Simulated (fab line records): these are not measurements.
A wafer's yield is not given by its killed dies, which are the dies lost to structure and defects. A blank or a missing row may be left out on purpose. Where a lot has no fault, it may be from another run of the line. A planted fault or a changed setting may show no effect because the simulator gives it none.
fab line records | flow n5-finfet | part 1 of 2: steps 1 to 24 of 33
record: lots: 5 | wafers: 15 | last-day: 18
route steps=1938 shown BEOL_M2@909 BEOL_M3@931
lots untouched by any fault: they come from a run of this same line in which no faults occurred
start-h: start of the lot's first displayed wafer, in hours after the record's first day | wait-h: how many hours have passed since the lot's step before this one | " identical to the entry in the row above | L1.1+2: a row that stands for several wafers | - no value, or no start was given | * or withheld: withheld | < > ~ a bound
route shown NAME@n: NAME is a module with steps in the file, n the number in the route of the first one | usual: the fault-free wafers' mean and standard deviation | same: alike in all rows | chamber/n: place in a boat | sites: readings site by site | _std_site: their standard deviation | _edge_site: the outer-site mean with the inner-site mean subtracted | radius-mm: for every site, how far away it sits from the centre of the wafer | mask NAME#n: copy n | behind: the last tool/chamber to shape the wafer | hold: why the lot was held/for how many hours/how that ended | device: names the non-switching transistor (n, p or np) | end of line: the tests these same wafers got at the end of their route | step lacking rows: just its recipe | killed: count of dies lost to structure and defects at first sort (not the wafer's yield) | map: dies across one wafer; x = killed, . = not, _ = none there
set.NAME: the setting as run; set.NAME@STEP: as run at that earlier step | model.NAME: the simulator's own value behind a step, which no gauge read
lots at some steps of the route; a table a step, a row a wafer
services: from which hour (start-h, from the record's first day; less than 0 if before it) a tool's chamber was out of use, for how many hours, and why
== steps ==
step: N5_BEOL_M2_ANNEAL_82
recipe: temp-c: 400 | time-s: 240 | ambient: vacuum
usual: heater-power-w: 827/88
lot.wafer | tool           | chamber | start-h | wait-h | heater-power-w
L079.1    | pvd-sputter-03 | -       | 186.92  | 0.0    | 1059
L079.4    | "              | -       | "       | "      | 762
L079.5    | "              | -       | "       | "      | 1013
L083.1    | pvd-sputter-03 | -       | 195.13  | 0.0    | 1025
L083.2    | "              | -       | "       | "      | 754
L083.5    | "              | -       | "       | "      | 793
L085.1    | pvd-sputter-03 | -       | 205.27  | 0.0    | 770
L085.5    | "              | -       | "       | "      | 784
L085.6    | "              | -       | "       | "      | 1009
L087.2    | pvd-sputter-02 | -       | 222.69  | 0.0    | 826
L087.3    | "              | -       | "       | "      | 726
L087.6    | "              | -       | "       | "      | 834
L092.3    | pvd-sputter-01 | -       | 270.06  | 0.0    | 845
L092.4    | "              | -       | "       | "      | 764
L092.6    | "              | -       | "       | "      | 845
step: N5_BEOL_M2_SPUTTER_86
recipe: material: Cu | target-thk-a: 45 | temp-c: -20 | chamber-pressure-pa: 0.07 | power-w: withheld | time-s: 8.29
usual: substrate-temp-c: -20.00/0.1 | throttle-valve-pct: 29.9/1
lot.wafer | tool           | chamber | start-h | wait-h | substrate-temp-c | throttle-valve-pct
L079.1    | pvd-sputter-03 | -       | 187.06  | 0.1    | -20.04           | 29.3
L079.4    | "              | -       | "       | "      | -20.07           | 30.2
L079.5    | "              | -       | "       | "      | -19.91           | 29.5
L083.1    | pvd-sputter-03 | -       | 195.27  | 0.1    | -19.95           | 29.4
L083.2    | "              | -       | "       | "      | -19.95           | 29.9
L083.5    | "              | -       | "       | "      | -19.98           | 28.3
L085.1    | pvd-sputter-03 | -       | 205.41  | 0.1    | -20.03           | 28.3
L085.5    | "              | -       | "       | "      | -19.89           | 28.4
L085.6    | "              | -       | "       | "      | -19.99           | 29.3
L087.2    | pvd-sputter-02 | -       | 222.83  | 0.1    | -20.11           | 29.4
L087.3    | "              | -       | "       | "      | -19.98           | 30.1
L087.6    | "              | -       | "       | "      | -20.14           | 29.3
L092.3    | pvd-sputter-01 | -       | 270.20  | 0.1    | -19.97           | 29.9
L092.4    | "              | -       | "       | "      | -20.04           | 30.7
L092.6    | "              | -       | "       | "      | -19.90           | 29.9
step: N5_BEOL_M2_ANNEAL_87
recipe: temp-c: 400 | time-s: 240 | ambient: vacuum
usual: heater-power-w: 828/87
lot.wafer | tool           | chamber | start-h | wait-h | heater-power-w
L079.1    | pvd-sputter-03 | -       | 187.14  | 0.0    | 1024
L079.4    | "              | -       | "       | "      | 752
L079.5    | "              | -       | "       | "      | 1010
L083.1    | pvd-sputter-03 | -       | 195.35  | 0.0    | 1006
L083.2    | "              | -       | "       | "      | 777
L083.5    | "              | -       | "       | "      | 796
L085.1    | pvd-sputter-03 | -       | 205.49  | 0.0    | 790
L085.5    | "              | -       | "       | "      | 769
L085.6    | "              | -       | "       | "      | 1007
L087.2    | pvd-sputter-02 | -       | 222.91  | 0.0    | 827
L087.3    | "              | -       | "       | "      | 706
L087.6    | "              | -       | "       | "      | 827
L092.3    | pvd-sputter-01 | -       | 270.28  | 0.0    | 862
L092.4    | "              | -       | "       | "      | 756
L092.6    | "              | -       | "       | "      | 856
step: N5_BEOL_M2_SPUTTER_88
recipe: material: Cu | target-thk-a: 45 | temp-c: -20 | chamber-pressure-pa: 0.07 | power-w: withheld | time-s: 8.29
usual: substrate-temp-c: -20.00/0.12 | throttle-valve-pct: 29.9/1
lot.wafer | tool           | chamber | start-h | wait-h | substrate-temp-c | throttle-valve-pct
L079.1    | pvd-sputter-03 | -       | 187.28  | 0.1    | -20.01           | 29.4
L079.4    | "              | -       | "       | "      | -20.20           | 30.4
L079.5    | "              | -       | "       | "      | -20.15           | 29.6
L083.1    | pvd-sputter-03 | -       | 195.49  | 0.1    | -19.96           | 29.3
L083.2    | "              | -       | "       | "      | -19.86           | 30.2
L083.5    | "              | -       | "       | "      | -20.15           | 28.3
L085.1    | pvd-sputter-03 | -       | 205.63  | 0.1    | -19.88           | 28.0
L085.5    | "              | -       | "       | "      | -20.10           | 28.3
L085.6    | "              | -       | "       | "      | -19.85           | 29.3
L087.2    | pvd-sputter-02 | -       | 223.05  | 0.1    | -19.94           | 29.1
L087.3    | "              | -       | "       | "      | -20.03           | 29.9
L087.6    | "              | -       | "       | "      | -19.89           | 29.4
L092.3    | pvd-sputter-01 | -       | 270.42  | 0.1    | -20.03           | 30.0
L092.4    | "              | -       | "       | "      | -20.08           | 30.4
L092.6    | "              | -       | "       | "      | -19.83           | 29.9
step: N5_BEOL_M2_ANNEAL_89
recipe: temp-c: 400 | time-s: 240 | ambient: vacuum
usual: heater-power-w: 826/87
lot.wafer | tool           | chamber | start-h | wait-h | heater-power-w
L079.1    | pvd-sputter-03 | -       | 187.36  | 0.0    | 992
L079.4    | "              | -       | "       | "      | 741
L079.5    | "              | -       | "       | "      | 1015
L083.1    | pvd-sputter-03 | -       | 195.57  | 0.0    | 1030
L083.2    | "              | -       | "       | "      | 769
L083.5    | "              | -       | "       | "      | 788
L085.1    | pvd-sputter-03 | -       | 205.71  | 0.0    | 804
L085.5    | "              | -       | "       | "      | 786
L085.6    | "              | -       | "       | "      | 1006
L087.2    | pvd-sputter-02 | -       | 223.13  | 0.0    | 820
L087.3    | "              | -       | "       | "      | 709
L087.6    | "              | -       | "       | "      | 823
L092.3    | pvd-sputter-01 | -       | 270.50  | 0.0    | 843
L092.4    | "              | -       | "       | "      | 732
L092.6    | "              | -       | "       | "      | 853
step: N5_BEOL_M2_SPUTTER_90
recipe: material: Cu | target-thk-a: 45 | temp-c: -20 | chamber-pressure-pa: 0.07 | power-w: withheld | time-s: 8.29
usual: substrate-temp-c: -20.01/0.1 | throttle-valve-pct: 29.9/1
lot.wafer | tool           | chamber | start-h | wait-h | substrate-temp-c | throttle-valve-pct
L079.1    | pvd-sputter-03 | -       | 187.50  | 0.1    | -20.12           | 29.2
L079.4    | "              | -       | "       | "      | -20.04           | 30.1
L079.5    | "              | -       | "       | "      | -20.00           | 29.3
L083.1    | pvd-sputter-03 | -       | 195.71  | 0.1    | -20.08           | 29.3
L083.2    | "              | -       | "       | "      | -20.06           | 30.4
L083.5    | "              | -       | "       | "      | -19.97           | 28.4
L085.1    | pvd-sputter-03 | -       | 205.85  | 0.1    | -20.01           | 28.3
L085.5    | "              | -       | "       | "      | -20.13           | 28.4
L085.6    | "              | -       | "       | "      | -20.03           | 29.2
L087.2    | pvd-sputter-02 | -       | 223.27  | 0.1    | -20.06           | 29.3
L087.3    | "              | -       | "       | "      | -19.93           | 30.1
L087.6    | "              | -       | "       | "      | -19.82           | 29.0
L092.3    | pvd-sputter-01 | -       | 270.64  | 0.1    | -20.10           | 29.7
L092.4    | "              | -       | "       | "      | -20.12           | 30.4
L092.6    | "              | -       | "       | "      | -19.94           | 29.7
step: N5_BEOL_M2_ANNEAL_91
recipe: temp-c: 400 | time-s: 240 | ambient: vacuum
usual: heater-power-w: 827/89
lot.wafer | tool           | chamber | start-h | wait-h | heater-power-w
L079.1    | pvd-sputter-03 | -       | 187.58  | 0.0    | 1011
L079.4    | "              | -       | "       | "      | 748
L079.5    | "              | -       | "       | "      | 1013
L083.1    | pvd-sputter-03 | -       | 195.79  | 0.0    | 1020
L083.2    | "              | -       | "       | "      | 744
L083.5    | "              | -       | "       | "      | 800
L085.1    | pvd-sputter-03 | -       | 205.93  | 0.0    | 771
L085.5    | "              | -       | "       | "      | 783
L085.6    | "              | -       | "       | "      | 985
L087.2    | pvd-sputter-02 | -       | 223.35  | 0.0    | 806
L087.3    | "              | -       | "       | "      | 707
L087.6    | "              | -       | "       | "      | 813
L092.3    | pvd-sputter-01 | -       | 270.72  | 0.0    | 845
L092.4    | "              | -       | "       | "      | 746
L092.6    | "              | -       | "       | "      | 859
step: N5_BEOL_M2_SPUTTER_92
recipe: material: Cu | target-thk-a: 45 | temp-c: -20 | chamber-pressure-pa: 0.07 | power-w: withheld | time-s: 8.29
usual: substrate-temp-c: -19.99/0.11 | throttle-valve-pct: 29.9/1
lot.wafer | tool           | chamber | start-h | wait-h | substrate-temp-c | throttle-valve-pct
L079.1    | pvd-sputter-03 | -       | 187.72  | 0.1    | -20.05           | 29.3
L079.4    | "              | -       | "       | "      | -20.03           | 30.3
L079.5    | "              | -       | "       | "      | -20.01           | 29.2
L083.1    | pvd-sputter-03 | -       | 195.93  | 0.1    | -19.88           | 29.4
L083.2    | "              | -       | "       | "      | -20.00           | 30.0
L083.5    | "              | -       | "       | "      | -20.10           | 28.2
L085.1    | pvd-sputter-03 | -       | 206.07  | 0.1    | -20.16           | 28.2
L085.5    | "              | -       | "       | "      | -20.11           | 28.2
L085.6    | "              | -       | "       | "      | -19.90           | 29.4
L087.2    | pvd-sputter-02 | -       | 223.49  | 0.1    | -20.13           | 29.6
L087.3    | "              | -       | "       | "      | -19.90           | 30.3
L087.6    | "              | -       | "       | "      | -20.13           | 29.3
L092.3    | pvd-sputter-01 | -       | 270.86  | 0.1    | -19.88           | 29.7
L092.4    | "              | -       | "       | "      | -20.06           | 30.8
L092.6    | "              | -       | "       | "      | -19.87           | 30.0
step: N5_BEOL_M2_ANNEAL_93
recipe: temp-c: 400 | time-s: 240 | ambient: vacuum
usual: heater-power-w: 828/90
lot.wafer | tool           | chamber | start-h | wait-h | heater-power-w
L079.1    | pvd-sputter-03 | -       | 187.80  | 0.0    | 1019
L079.4    | "              | -       | "       | "      | 728
L079.5    | "              | -       | "       | "      | 1047
L083.1    | pvd-sputter-03 | -       | 196.01  | 0.0    | 1029
L083.2    | "              | -       | "       | "      | 764
L083.5    | "              | -       | "       | "      | 782
L085.1    | pvd-sputter-03 | -       | 206.15  | 0.0    | 793
L085.5    | "              | -       | "       | "      | 767
L085.6    | "              | -       | "       | "      | 1035
L087.2    | pvd-sputter-02 | -       | 223.57  | 0.0    | 842
L087.3    | "              | -       | "       | "      | 702
L087.6    | "              | -       | "       | "      | 824
L092.3    | pvd-sputter-01 | -       | 270.94  | 0.0    | 877
L092.4    | "              | -       | "       | "      | 775
L092.6    | "              | -       | "       | "      | 840
step: N5_BEOL_M2_SPUTTER_94
recipe: material: Cu | target-thk-a: 45 | temp-c: -20 | chamber-pressure-pa: 0.07 | power-w: withheld | time-s: 8.29
usual: substrate-temp-c: -20.00/0.12 | throttle-valve-pct: 29.9/1
lot.wafer | tool           | chamber | start-h | wait-h | substrate-temp-c | throttle-valve-pct
L079.1    | pvd-sputter-03 | -       | 187.94  | 0.1    | -19.96           | 29.5
L079.4    | "              | -       | "       | "      | -19.90           | 30.1
L079.5    | "              | -       | "       | "      | -20.12           | 29.6
L083.1    | pvd-sputter-03 | -       | 196.15  | 0.1    | -19.86           | 29.1
L083.2    | "              | -       | "       | "      | -20.00           | 30.0
L083.5    | "              | -       | "       | "      | -19.92           | 28.1
L085.1    | pvd-sputter-03 | -       | 206.29  | 0.1    | -19.95           | 28.4
L085.5    | "              | -       | "       | "      | -20.03           | 28.2
L085.6    | "              | -       | "       | "      | -19.93           | 29.4
L087.2    | pvd-sputter-02 | -       | 223.71  | 0.1    | -19.86           | 29.2
L087.3    | "              | -       | "       | "      | -20.17           | 29.9
L087.6    | "              | -       | "       | "      | -19.72           | 29.3
L092.3    | pvd-sputter-01 | -       | 271.08  | 0.1    | -19.88           | 29.7
L092.4    | "              | -       | "       | "      | -20.16           | 30.7
L092.6    | "              | -       | "       | "      | -19.94           | 29.8
step: N5_BEOL_M2_ANNEAL_95
recipe: temp-c: 400 | time-s: 240 | ambient: vacuum
usual: heater-power-w: 827/86
lot.wafer | tool           | chamber | start-h | wait-h | heater-power-w
L079.1    | pvd-sputter-03 | -       | 188.02  | 0.0    | 1017
L079.4    | "              | -       | "       | "      | 742
L079.5    | "              | -       | "       | "      | 1032
L083.1    | pvd-sputter-03 | -       | 196.23  | 0.0    | 1009
L083.2    | "              | -       | "       | "      | 775
L083.5    | "              | -       | "       | "      | 788
L085.1    | pvd-sputter-03 | -       | 206.37  | 0.0    | 800
L085.5    | "              | -       | "       | "      | 794
L085.6    | "              | -       | "       | "      | 1024
L087.2    | pvd-sputter-02 | -       | 223.79  | 0.0    | 854
L087.3    | "              | -       | "       | "      | 737
L087.6    | "              | -       | "       | "      | 827
L092.3    | pvd-sputter-01 | -       | 271.16  | 0.0    | 826
L092.4    | "              | -       | "       | "      | 752
L092.6    | "              | -       | "       | "      | 850
step: N5_BEOL_M2_SPUTTER_96
recipe: material: Cu | target-thk-a: 45 | temp-c: -20 | chamber-pressure-pa: 0.07 | power-w: withheld | time-s: 8.29
usual: substrate-temp-c: -19.99/0.11 | throttle-valve-pct: 29.9/1
lot.wafer | tool           | chamber | start-h | wait-h | substrate-temp-c | throttle-valve-pct
L079.1    | pvd-sputter-03 | -       | 188.16  | 0.1    | -19.73           | 29.2
L079.4    | "              | -       | "       | "      | -20.16           | 30.3
L079.5    | "              | -       | "       | "      | -19.92           | 29.4
L083.1    | pvd-sputter-03 | -       | 196.37  | 0.1    | -20.10           | 29.3
L083.2    | "              | -       | "       | "      | -20.03           | 30.2
L083.5    | "              | -       | "       | "      | -20.09           | 28.2
L085.1    | pvd-sputter-03 | -       | 206.51  | 0.1    | -19.97           | 28.1
L085.5    | "              | -       | "       | "      | -20.00           | 28.1
L085.6    | "              | -       | "       | "      | -19.94           | 29.4
L087.2    | pvd-sputter-02 | -       | 223.93  | 0.1    | -20.01           | 29.5
L087.3    | "              | -       | "       | "      | -19.98           | 30.4
L087.6    | "              | -       | "       | "      | -19.94           | 29.2
L092.3    | pvd-sputter-01 | -       | 271.30  | 0.1    | -20.00           | 29.8
L092.4    | "              | -       | "       | "      | -19.96           | 30.6
L092.6    | "              | -       | "       | "      | -20.01           | 29.8
step: N5_BEOL_M2_ECD_50
recipe: material: Cu | target-thk-a: 3000
lot.wafer  | tool      | chamber | start-h | wait-h
L079.1+4+5 | ecd-cu-01 | 1,1,0   | 188.28  | 0.1
L083.1+2+5 | ecd-cu-02 | 1,0,0   | 196.48  | 0.1
L085.1+5+6 | ecd-cu-01 | 0,0,1   | 206.62  | 0.1
L087.2+3+6 | ecd-cu-01 | 1       | 224.04  | 0.1
L092.3+4+6 | ecd-cu-01 | 1,0,0   | 271.43  | 0.1
step: N5_BEOL_M2_ANNEAL_51
recipe: temp-c: 225 | time-s: 90 | ambient: N2
usual: wafer_temp_C_max: 225.84/0.26
lot.wafer | tool          | chamber | start-h | wait-h | wafer_temp_C_max
L079.1    | rtp-anneal-01 | 0       | 188.36  | 0.1    | 226.08
L079.4    | "             | 0       | "       | "      | 226.18
L079.5    | "             | 0       | "       | "      | 226.64
L083.1    | rtp-anneal-02 | 0       | 196.56  | 0.1    | 225.93
L083.2    | "             | 0       | "       | "      | 225.81
L083.5    | "             | 0       | "       | "      | 225.59
L085.1    | rtp-anneal-01 | 0       | 206.70  | 0.1    | 225.94
L085.5    | "             | 0       | "       | "      | 225.86
L085.6    | "             | 0       | "       | "      | 225.43
L087.2    | rtp-anneal-01 | 0       | 224.22  | 0.2    | 226.02
L087.3    | "             | 0       | "       | "      | 225.69
L087.6    | "             | 0       | "       | "      | 225.83
L092.3    | rtp-anneal-02 | 0       | 271.58  | 0.1    | 225.62
L092.4    | "             | 0       | "       | "      | 225.84
L092.6    | "             | 0       | "       | "      | 225.68
step: N5_BEOL_M2_CMP_52
recipe: stop-on: SiOC | t-overpolish-s: 6.8 | down-force-psi: 1 | platen-rpm: 50 | clearing-platen-down-force-psi: 1.5 | clearing-platen-rpm: 50 | post-cmp-clean: cu-alkaline | target-thk-nm: 40 | clearing-platen-pad-velocity-m-s: 0.99484 | pad-velocity-m-s: 0.99484
usual: barrier-field-endpoint-s: 24.8/0.7 | edge-zone-pressure-frac: 1.000/0.0046 | motor-current-A: 6.2/0.56 | overpolish-run-s: 6.800/0.0085 | slurry-filter-dp-kPa: 13.50/0.13 | time-to-endpoint-s: 63/3.4
same: t-overpolish-s: 6.8
lot.wafer | tool   | chamber | start-h | wait-h | barrier-field-endpoint-s | edge-zone-pressure-frac | motor-current-A | overpolish-run-s | slurry-filter-dp-kPa | time-to-endpoint-s
L079.4    | cmp-02 | 3       | 188.65  | 0.1    | 24.3                     | 0.997                   | 6.2             | 6.801            | 13.53                | 63
L079.1    | "      | 0       | "       | "      | 24.5                     | 1.004                   | 7.0             | 6.798            | 13.59                | 62
L079.5    | "      | 0       | "       | "      | 24.6                     | 1.002                   | 6.6             | 6.798            | 13.47                | 61
L083.1    | cmp-04 | 0       | 196.90  | 0.3    | 24.5                     | 0.998                   | 6.4             | 6.806            | 13.54                | 66
L083.2    | "      | 2       | "       | "      | 24.8                     | 0.994                   | 6.0             | 6.803            | 13.33                | 64
L083.5    | "      | 3       | "       | "      | 25.3                     | 0.991                   | 5.6             | 6.806            | 13.51                | 62
L085.1    | cmp-02 | 0       | 207.00  | 0.3    | 25.2                     | 1.003                   | 6.9             | 6.791            | 13.64                | 67
L085.6    | "      | 0       | "       | "      | 25.1                     | 0.995                   | 6.8             | 6.789            | 13.39                | 64
L085.5    | "      | 1       | "       | "      | 25.3                     | 0.997                   | 6.1             | 6.806            | 13.44                | 64
L087.2    | cmp-04 | 3       | 224.47  | 0.2    | 24.6                     | 0.998                   | 5.5             | 6.799            | 13.63                | 64
L087.3    | "      | 2       | "       | "      | 26.2                     | 0.998                   | 5.5             | 6.796            | 13.53                | 70
L087.6    | "      | 0       | "       | "      | 26.6                     | 1.005                   | 6.4             | 6.799            | 13.40                | 71
L092.3    | cmp-03 | 3       | 271.79  | 0.2    | 25.4                     | 1.003                   | 6.1             | 6.793            | 13.55                | 64
L092.4    | "      | 2       | "       | "      | 25.2                     | 1.000                   | 5.1             | 6.803            | 13.88                | 66
L092.6    | "      | 0       | "       | "      | 25.8                     | 0.996                   | 6.0             | 6.817            | 13.46                | 68
step: N5_BEOL_M2_THK_MEAS_53
recipe: thk-meas-gauge: xrf | reads: Cu_of_BEOL_M2_ECD_50
usual: M2_THK: 39.5/1.3
lot.wafer | tool          | chamber | start-h | wait-h | M2_THK[nm]
L079.1    | film-metro-02 | -       | 188.95  | -      | 39.1
L079.4    | "             | -       | "       | "      | 40.4
L079.5    | "             | -       | "       | "      | 39.8
L083.1    | film-metro-01 | -       | 197.15  | -      | 41.6
L083.2    | "             | -       | "       | "      | 40.8
L083.5    | "             | -       | "       | "      | 39.1
L085.1    | film-metro-02 | -       | 207.30  | -      | 40.7
L085.5    | "             | -       | "       | "      | 39.3
L085.6    | "             | -       | "       | "      | 39.3
L087.2    | film-metro-02 | -       | 224.76  | -      | 40.0
L087.3    | "             | -       | "       | "      | 41.6
L087.6    | "             | -       | "       | "      | 41.8
L092.3    | film-metro-01 | -       | 272.08  | -      | 35.6
L092.4    | "             | -       | "       | "      | 37.9
L092.6    | "             | -       | "       | "      | 38.0
step: N5_BEOL_M2_PRE_CLEAN_60
recipe: gas: NH3/H2 | time-s: 15 | temp-c: * | rf-power-w: 300
usual: heater-power-w: 77/8.7
lot.wafer | tool      | chamber | start-h | wait-h | heater-power-w
L079.1    | cvd-co-02 | 0       | 188.98  | 0.0    | 71
L079.4    | "         | 0       | "       | "      | 70
L079.5    | "         | 2       | "       | "      | 89
L083.1    | cvd-co-02 | 0       | 197.19  | 0.0    | 70
L083.2    | "         | 1       | "       | "      | 78
L083.5    | "         | 2       | "       | "      | 89
L085.1    | cvd-co-02 | 1       | 207.33  | 0.0    | 81
L085.5    | "         | 0       | "       | "      | 69
L085.6    | "         | 1       | "       | "      | 81
L087.2    | cvd-co-01 | 0       | 224.80  | 0.0    | 84
L087.3    | "         | 2       | "       | "      | 75
L087.6    | "         | 0       | "       | "      | 86
L092.3    | cvd-co-02 | 0       | 272.12  | 0.0    | 72
L092.4    | "         | 2       | "       | "      | 90
L092.6    | "         | 0       | "       | "      | 72
step: N5_BEOL_M2_CO_CAP_55
recipe: material: Co | target-thk-a: 20 | temp-c: 200 | precursor: CCTBA/H2 | pressure-torr: 30 | time-s: 102.1
usual: heater-power-w: 226/11
lot.wafer | tool      | chamber | start-h | wait-h | heater-power-w
L079.1    | cvd-co-02 | 0       | 189.02  | 0.0    | 215
L079.4    | "         | 0       | "       | "      | 221
L079.5    | "         | 2       | "       | "      | 242
L083.1    | cvd-co-02 | 0       | 197.23  | 0.0    | 221
L083.2    | "         | 1       | "       | "      | 233
L083.5    | "         | 2       | "       | "      | 239
L085.1    | cvd-co-02 | 1       | 207.37  | 0.0    | 230
L085.5    | "         | 0       | "       | "      | 220
L085.6    | "         | 1       | "       | "      | 232
L087.2    | cvd-co-01 | 0       | 224.84  | 0.0    | 236
L087.3    | "         | 2       | "       | "      | 223
L087.6    | "         | 0       | "       | "      | 236
L092.3    | cvd-co-02 | 0       | 272.16  | 0.0    | 228
L092.4    | "         | 2       | "       | "      | 242
L092.6    | "         | 0       | "       | "      | 218
step: N5_BEOL_M2_PRE_CLEAN_56
recipe: gas: NH3 | time-s: 15 | temp-c: withheld | rf-power-w: 300
lot.wafer  | tool     | chamber | start-h | wait-h
L079.1+4+5 | pecvd-02 | 1,0,1   | 189.13  | 0.1
L083.1+2+5 | pecvd-02 | 2,1,1   | 197.32  | 0.1
L085.1+5+6 | pecvd-02 | 2,0,2   | 207.47  | 0.1
L087.2+3+6 | pecvd-01 | 2,0,2   | 224.93  | 0.1
L092.3+4+6 | pecvd-02 | 0,1,0   | 272.26  | 0.1
step: N5_BEOL_M2_DEP_57
recipe: material: SiCN | target-thk-a: 80 | temp-c: withheld | precursor: 3MS/NH3 | pressure-torr: 3 | rf-w: 202 | time-s: 14
usual: showerhead-plenum-p-Torr: 3.669/0.013 | throttle-valve-pct: 8.9/0.49
lot.wafer | tool     | chamber | start-h | wait-h | showerhead-plenum-p-Torr | throttle-valve-pct
L079.1    | pecvd-02 | 1       | 189.15  | 0.0    | 3.639                    | 9.1
L079.4    | "        | 0       | "       | "      | 3.661                    | 9.5
L079.5    | "        | 1       | "       | "      | 3.644                    | 8.8
L083.1    | pecvd-02 | 2       | 197.35  | 0.0    | 3.682                    | 8.2
L083.2    | "        | 1       | "       | "      | 3.651                    | 9.1
L083.5    | "        | 1       | "       | "      | 3.646                    | 9.1
L085.1    | pecvd-02 | 2       | 207.49  | 0.0    | 3.669                    | 8.0
L085.5    | "        | 0       | "       | "      | 3.657                    | 9.7
L085.6    | "        | 2       | "       | "      | 3.684                    | 8.0
L087.2    | pecvd-01 | 2       | 224.96  | 0.0    | 3.653                    | 8.3
L087.3    | "        | 0       | "       | "      | 3.680                    | 8.8
L087.6    | "        | 2       | "       | "      | 3.673                    | 8.2
L092.3    | pecvd-02 | 0       | 272.31  | 0.0    | 3.654                    | 9.4
L092.4    | "        | 1       | "       | "      | 3.638                    | 9.2
L092.6    | "        | 0       | "       | "      | 3.665                    | 9.4
step: N5_BEOL_M2_RS_MEAS_58
recipe: thk-meas-gauge: four-point-probe | reads: Co_of_BEOL_M2_CO_CAP_55+Cu_of_BEOL_M2_ECD_50+Co_of_BEOL_M2_CVD_47+TaN_of_BEOL_M2_ALD_84
usual: M2_RS: 0.673/0.029
lot.wafer | tool          | chamber | start-h | wait-h | M2_RS[ohm/sq]
L079.1    | film-metro-01 | -       | 189.22  | 0.0    | 0.692
L079.4    | "             | -       | "       | "      | 0.662
L079.5    | "             | -       | "       | "      | 0.681
L083.1    | film-metro-01 | -       | 197.41  | 0.0    | 0.618
L083.2    | "             | -       | "       | "      | 0.637
L083.5    | "             | -       | "       | "      | 0.668
L085.1    | film-metro-01 | -       | 207.56  | 0.0    | 0.646
L085.5    | "             | -       | "       | "      | 0.679
L085.6    | "             | -       | "       | "      | 0.672
L087.2    | film-metro-02 | -       | 225.03  | 0.1    | 0.666
L087.3    | "             | -       | "       | "      | 0.635
L087.6    | "             | -       | "       | "      | 0.628
L092.3    | film-metro-01 | -       | 272.37  | 0.1    | 0.765
L092.4    | "             | -       | "       | "      | 0.705
L092.6    | "             | -       | "       | "      | 0.701
step: N5_BEOL_M2_INSPECT_59
recipe: inspect-instrument: darkfield | mode: post-dep
usual: raw-defect-count: 70/22
lot.wafer | tool              | chamber | start-h | wait-h | raw-defect-count
L079.1    | defect-inspect-02 | -       | 189.25  | 0.0    | 105
L079.4    | "                 | -       | "       | "      | 62
L079.5    | "                 | -       | "       | "      | 63
L083.1    | defect-inspect-02 | -       | 197.44  | 0.0    | 51
L083.2    | "                 | -       | "       | "      | 57
L083.5    | "                 | -       | "       | "      | 54
L085.1    | defect-inspect-02 | -       | 207.58  | 0.0    | 126
L085.5    | "                 | -       | "       | "      | 75
L085.6    | "                 | -       | "       | "      | 105
L087.2    | defect-inspect-01 | -       | 225.05  | 0.0    | 105
L087.3    | "                 | -       | "       | "      | 51
L087.6    | "                 | -       | "       | "      | 75
L092.3    | defect-inspect-02 | -       | 272.40  | 0.0    | 68
L092.4    | "                 | -       | "       | "      | 42
L092.6    | "                 | -       | "       | "      | 59
step: N5_BEOL_M3_ILD_DEP_00
recipe: material: SiOC | target-thk-a: 790 | temp-c: 350 | precursor: DEMS/O2 | pressure-torr: 5 | rf-w: 500 | time-s: 15.3
usual: heater-power-w: 478/61 | showerhead-plenum-p-Torr: 5.689/0.018 | throttle-valve-pct: 11.7/0.59
lot.wafer | tool     | chamber | start-h | wait-h | heater-power-w | showerhead-plenum-p-Torr | throttle-valve-pct
L079.1    | pecvd-02 | 1       | 189.28  | 0.0    | 356            | 5.692                    | 12.0
L079.4    | "        | 1       | "       | "      | 367            | 5.672                    | 11.7
L079.5    | "        | 0       | "       | "      | 427            | 5.691                    | 12.6
L083.1    | pecvd-03 | 0       | 197.48  | 0.0    | 561            | 5.710                    | 11.4
L083.2    | "        | 1       | "       | "      | 484            | 5.661                    | 12.1
L083.5    | "        | 0       | "       | "      | 549            | 5.718                    | 11.5
L085.1    | pecvd-03 | 1       | 207.62  | 0.0    | 489            | 5.677                    | 11.6
L085.5    | "        | 0       | "       | "      | 456            | 5.711                    | 11.4
L085.6    | "        | 1       | "       | "      | 497            | 5.669                    | 11.6
L087.2    | pecvd-03 | 0       | 225.09  | 0.0    | 491            | 5.706                    | 11.1
L087.3    | "        | 0       | "       | "      | 482            | 5.700                    | 11.4
L087.6    | "        | 1       | "       | "      | 423            | 5.665                    | 11.4
L092.3    | pecvd-03 | 1       | 272.45  | 0.1    | 438            | 5.661                    | 11.9
L092.4    | "        | 2       | "       | "      | 430            | 5.681                    | 11.2
L092.6    | "        | 1       | "       | "      | 449            | 5.676                    | 11.7
step: N5_BEOL_M3_THK_MEAS_01
recipe: reads: SiOC_of_BEOL_M3_ILD_DEP_00
usual: M3_ILD_THK: 78.8/0.99
lot.wafer | tool          | chamber | start-h | wait-h | M3_ILD_THK[nm]
L079.1    | film-metro-01 | -       | 189.35  | 0.0    | 77.4
L079.4    | "             | -       | "       | "      | 77.6
L079.5    | "             | -       | "       | "      | 79.5
L083.1    | film-metro-01 | -       | 197.54  | 0.0    | 78.7
L083.2    | "             | -       | "       | "      | 80.1
L083.5    | "             | -       | "       | "      | 79.9
L085.1    | film-metro-01 | -       | 207.71  | 0.1    | 78.0
L085.5    | "             | -       | "       | "      | 78.5
L085.6    | "             | -       | "       | "      | 79.0
L087.2    | film-metro-02 | -       | 225.17  | 0.1    | 76.9
L087.3    | "             | -       | "       | "      | 78.8
L087.6    | "             | -       | "       | "      | 78.9
L092.3    | film-metro-02 | -       | 272.52  | 0.1    | 79.4
L092.4    | "             | -       | "       | "      | 78.8
L092.6    | "             | -       | "       | "      | 79.4
